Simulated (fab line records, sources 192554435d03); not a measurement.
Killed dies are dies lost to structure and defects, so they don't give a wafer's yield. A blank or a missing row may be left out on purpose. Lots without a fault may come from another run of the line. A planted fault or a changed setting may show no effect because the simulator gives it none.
Which tool did it? | flow n5_finfet | 10 lots, 30 wafers sampled, at 5 steps of a route of 1938

WHAT THE GAUGES READ, wafer by wafer
N5_BEOL_M4_RC_MEAS_101. Usual: DIBL_N 36.2 mV/V, standard deviation 1.2; DIBL_P 36.3 mV/V, standard deviation 1.3; IOFF_N 0.155 nA/um, standard deviation 0.019; IOFF_P 0.210 nA/um, standard deviation 0.029; ION_N 677 uA/um, standard deviation 8.6; ION_P 465 uA/um, standard deviation 6.8; SS_N 71.4 mV/dec, standard deviation 0.48; SS_P 73.2 mV/dec, standard deviation 0.53; VT_N 249.9 mV, standard deviation 2.4; VT_P -250 mV, standard deviation 3.2.
lot  | measured     | on        | DIBL_N (mV/V)  | DIBL_P (mV/V)  | IOFF_N (nA/um)    | IOFF_P (nA/um)    | ION_N (uA/um) | ION_P (uA/um) | SS_N (mV/dec)  | SS_P (mV/dec)  | VT_N (mV)         | VT_P (mV)      | flag
L127 | day 7 14:26  | prober-02 | 36.5 36.3 37.5 | 36.8 36.4 37.9 | 0.157 0.153 0.178 | 0.199 0.198 0.220 | 672 673 685   | 464 459 469   | 71.7 71.1 71.9 | 72.9 73.6 72.6 | 250.5 251.6 249.3 | -252 -250 -250 |
L129 | day 7 20:34  | prober-02 | 35.9 35.5 35.7 | 36.3 36.4 36.2 | 0.161 0.155 0.155 | 0.233 0.227 0.229 | 680 690 681   | 471 476 472   | 71.5 70.4 70.8 | 73.6 72.9 73.7 | 247.7 246.8 246.7 | -247 -247 -248 |
L130 | day 8 20:08  | prober-01 | 34.5 34.6 34.0 | 35.1 34.9 34.1 | 0.138 0.140 0.121 | 0.196 0.194 0.177 | 682 670 664   | 470 465 456   | 70.4 70.7 70.3 | 73.4 72.7 72.9 | 250.0 251.1 253.0 | -249 -251 -254 |
L135 | day 10 17:23 | prober-02 | 35.4 36.1 35.5 | 35.1 35.5 35.5 | 0.155 0.165 0.158 | 0.235 0.245 0.257 | 679 683 671   | 473 477 474   | 71.8 71.8 71.6 | 73.3 73.4 73.4 | 247.3 248.0 248.7 | -246 -244 -244 |
L137 | day 11 05:05 | prober-01 | 34.4 36.1 37.6 | 33.4 36.1 37.4 | 0.117 0.154 0.181 | 0.192 0.227 0.253 | 669 680 684   | 470 474 470   | 70.6 71.4 71.6 | 72.5 73.4 74.0 | 253.2 250.9 246.6 | -245 -247 -247 |
L142 | day 12 01:39 | prober-01 | 37.0 36.3 36.7 | 37.8 37.1 37.1 | 0.187 0.175 0.172 | 0.269 0.266 0.257 | 680 696 686   | 469 479 478   | 71.5 71.9 71.8 | 74.1 73.7 73.1 | 245.6 247.8 245.8 | -244 -247 -246 |
L145 | day 12 18:44 | prober-02 | 36.5 35.7 36.0 | 37.6 36.6 37.3 | 0.155 0.142 0.145 | 0.216 0.194 0.219 | 672 676 676   | 464 464 463   | 70.9 71.5 71.8 | 73.4 73.3 73.5 | 250.2 251.9 251.1 | -248 -251 -248 |
L146 | day 12 20:55 | prober-02 | 35.8 35.6 34.0 | 36.8 36.4 34.9 | 0.170 0.158 0.139 | 0.225 0.217 0.197 | 678 681 679   | 472 469 467   | 71.5 71.2 70.5 | 73.3 73.2 73.4 | 245.8 249.6 247.4 | -248 -248 -249 |
L144 | day 13 04:23 | prober-02 | 38.3 38.5 37.0 | 36.4 36.8 35.2 | 0.164 0.166 0.143 | 0.178 0.186 0.159 | 679 676 678   | 460 451 459   | 70.9 71.7 71.3 | 73.2 73.6 72.5 | 250.1 251.8 249.1 | -255 -254 -256 |
L149 | day 14 17:31 | prober-02 | 36.7 36.6 37.7 | 36.1 35.9 38.0 | 0.170 0.166 0.184 | 0.206 0.199 0.240 | 676 676 690   | 466 461 471   | 71.5 70.6 72.1 | 73.0 73.5 73.9 | 247.0 250.3 245.6 | -251 -252 -249 |

WHICH TOOL RAN EACH LOT (tool, then ch and the chambers of the sampled wafers, then the start)
lot  | N5_BEOL_M4_STRIP_97                           | N5_BEOL_M4_ANNEAL_80         | N5_BEOL_M4_SPUTTER_86        | N5_BEOL_M4_ANNEAL_93
L127 | rie_diel-01 ch 0,2,3, day 7 09:35 or earlier  | pvd_sputter-01, day 7 09:35  | pvd_sputter-01, day 7 10:19  | pvd_sputter-01, day 7 11:47
L129 | rie_diel-04 ch 0,2,3, day 7 17:52 or earlier  | pvd_sputter-03, day 7 17:52  | pvd_sputter-03, day 7 18:13  | pvd_sputter-03, day 7 18:58
L130 | rie_diel-04 ch 1,2, day 8 17:07 or earlier    | pvd_sputter-02, day 8 17:07  | pvd_sputter-02, day 8 17:29  | pvd_sputter-02, day 8 18:13
L135 | rie_diel-01 ch 0,1,2, day 10 14:31 or earlier | pvd_sputter-03, day 10 14:31 | pvd_sputter-03, day 10 14:52 | pvd_sputter-03, day 10 15:37
L137 | rie_diel-02 ch 0,1,2, day 11 00:49 or earlier | pvd_sputter-01, day 11 00:49 | pvd_sputter-01, day 11 01:32 | pvd_sputter-01, day 11 03:01
L142 | rie_diel-04 ch 0,1,2, day 11 22:32 or earlier | pvd_sputter-02, day 11 22:32 | pvd_sputter-02, day 11 22:54 | pvd_sputter-02, day 11 23:38
L145 | rie_diel-04 ch 1,3, day 12 16:00 or earlier   | pvd_sputter-01, day 12 16:00 | pvd_sputter-01, day 12 16:22 | pvd_sputter-01, day 12 17:06
L146 | rie_diel-01 ch 2,3, day 12 18:20 or earlier   | pvd_sputter-01, day 12 18:20 | pvd_sputter-01, day 12 18:41 | pvd_sputter-01, day 12 19:26
L144 | rie_diel-01 ch 0,2, day 13 01:50 or earlier   | pvd_sputter-01, day 13 01:50 | pvd_sputter-01, day 13 02:11 | pvd_sputter-01, day 13 02:56
L149 | rie_diel-01 ch 0,1,2, day 14 14:32 or earlier | pvd_sputter-03, day 14 14:32 | pvd_sputter-03, day 14 14:52 | pvd_sputter-03, day 14 15:38
- N5_BEOL_M4_STRIP_97: strips in N2/H2, time 10 s.
- N5_BEOL_M4_ANNEAL_80: time 240 s.
- N5_BEOL_M4_SPUTTER_86: material Cu, target thk 4.5 nm, time 8.29 s.
- N5_BEOL_M4_ANNEAL_93: time 240 s.

WHAT THE TOOLS THEMSELVES READ (means of the sampled wafers that have a number; where no wafer has one, the mark that the record gives instead)
N5_BEOL_M4_STRIP_97. Usual: drypump_motor_current_A 5.5 A, standard deviation 0.36; oes_product_au 0.80 a.u., standard deviation 0.079; rf_vpp_V 59.3 V, standard deviation 0.87; showerhead_plenum_p_Torr 2.58 Torr, standard deviation 0.07; throttle_valve_pct 23.60 %, standard deviation 0.22.
lot  | tool        | drypump_motor_current_A (A) | oes_product_au (a.u.) | rf_vpp_V (V) | showerhead_plenum_p_Torr (Torr) | throttle_valve_pct (%) | flag
L127 | rie_diel-01 | 5.7                         | 0.89                  | 59.4         | 2.62                            | 23.37                  |
L129 | rie_diel-04 | 5.6                         | 0.82                  | 58.9         | 2.55                            | 23.57                  |
L130 | rie_diel-04 | 5.4                         | 0.87                  | 59.1         | 2.55                            | 23.72                  |
L135 | rie_diel-01 | 5.8                         | 0.79                  | 59.6         | 2.65                            | 23.55                  |
L137 | rie_diel-02 | 5.3                         | 0.74                  | 60.0         | 2.56                            | 23.83                  |
L142 | rie_diel-04 | 5.5                         | 0.80                  | 59.1         | 2.51                            | 23.70                  |
L145 | rie_diel-04 | 5.5                         | 0.82                  | 59.3         | 2.53                            | 23.66                  |
L146 | rie_diel-01 | 5.9                         | 0.83                  | 58.9         | 2.60                            | 23.42                  |
L144 | rie_diel-01 | 5.6                         | 0.83                  | 59.5         | 2.67                            | 23.45                  |
L149 | rie_diel-01 | 5.8                         | 0.86                  | 58.8         | 2.64                            | 23.47                  |

N5_BEOL_M4_ANNEAL_80. Usual: heater_power_w 807 W, standard deviation 92.
lot  | tool           | heater_power_w (W) | flag
L127 | pvd_sputter-01 | 769                |
L129 | pvd_sputter-03 | 818                |
L130 | pvd_sputter-02 | 859                |
L135 | pvd_sputter-03 | 871                |
L137 | pvd_sputter-01 | 760                |
L142 | pvd_sputter-02 | 773                |
L145 | pvd_sputter-01 | 845                |
L146 | pvd_sputter-01 | 837                |
L144 | pvd_sputter-01 | 774                |
L149 | pvd_sputter-03 | 852                |

N5_BEOL_M4_SPUTTER_86. Usual: chamber_pressure_pa 0.07002 Pa, standard deviation 0.00014; chuck_gas_flow_sccm 1.27 sccm, standard deviation 0.049; throttle_valve_pct 30.4 %, standard deviation 1.2.
lot  | tool           | chamber_pressure_pa (Pa) | chuck_gas_flow_sccm (sccm) | throttle_valve_pct (%) | flag
L127 | pvd_sputter-01 | 0.07014                  | 1.28                       | 29.8                   |
L129 | pvd_sputter-03 | 0.07020                  | 1.30                       | 30.4                   |
L130 | pvd_sputter-02 | 0.07004                  | 1.26                       | 31.5                   |
L135 | pvd_sputter-03 | -                        | -                          | -                      | OFF
L137 | pvd_sputter-01 | -                        | -                          | -                      | OFF
L142 | pvd_sputter-02 | 0.07011                  | 1.25                       | 30.6                   |
L145 | pvd_sputter-01 | 0.07011                  | 1.32                       | 31.0                   |
L146 | pvd_sputter-01 | 0.06991                  | 1.25                       | 29.0                   |
L144 | pvd_sputter-01 | 0.06999                  | 1.27                       | 30.7                   |
L149 | pvd_sputter-03 | 0.06999                  | 1.25                       | 30.4                   |

N5_BEOL_M4_ANNEAL_93. Usual: heater_power_w 807 W, standard deviation 91.
lot  | tool           | heater_power_w (W) | flag
L127 | pvd_sputter-01 | 762                |
L129 | pvd_sputter-03 | 812                |
L130 | pvd_sputter-02 | 866                |
L135 | pvd_sputter-03 | 860                |
L137 | pvd_sputter-01 | 770                |
L142 | pvd_sputter-02 | 775                |
L145 | pvd_sputter-01 | 852                |
L146 | pvd_sputter-01 | 839                |
L144 | pvd_sputter-01 | 776                |
L149 | pvd_sputter-03 | 856                |

THE ANSWER, worked out from the rows above alone
Rule: a lot is off if the mean of its wafers that have a number lies more than 3 standard deviations from the usual mean. A lot without any number at a reading at which 4 lots or more have one is off too. The other lots that the step has rows for count as sound. The gauges are gone through in route order, then the tools' own readings, and for those a lot's mean is taken as printed above. The first step at which some lot is off is used, and at that step the reading that is off furthest; a lot without a number counts as furthest.
Off: L135, L137, at N5_BEOL_M4_SPUTTER_86 (chamber_pressure_pa). Without a number there: L135, L137.
A tool fits if, at that step or a process step before it, it ran every lot that is off, and no sound lot after the first of them. N5_BEOL_M4_STRIP_97 gives no start for some lots, so the hours and the order of its lots are those of N5_BEOL_M4_ANNEAL_80. None of those tried fits.

WHAT THE SIMULATOR HAD PUT IN
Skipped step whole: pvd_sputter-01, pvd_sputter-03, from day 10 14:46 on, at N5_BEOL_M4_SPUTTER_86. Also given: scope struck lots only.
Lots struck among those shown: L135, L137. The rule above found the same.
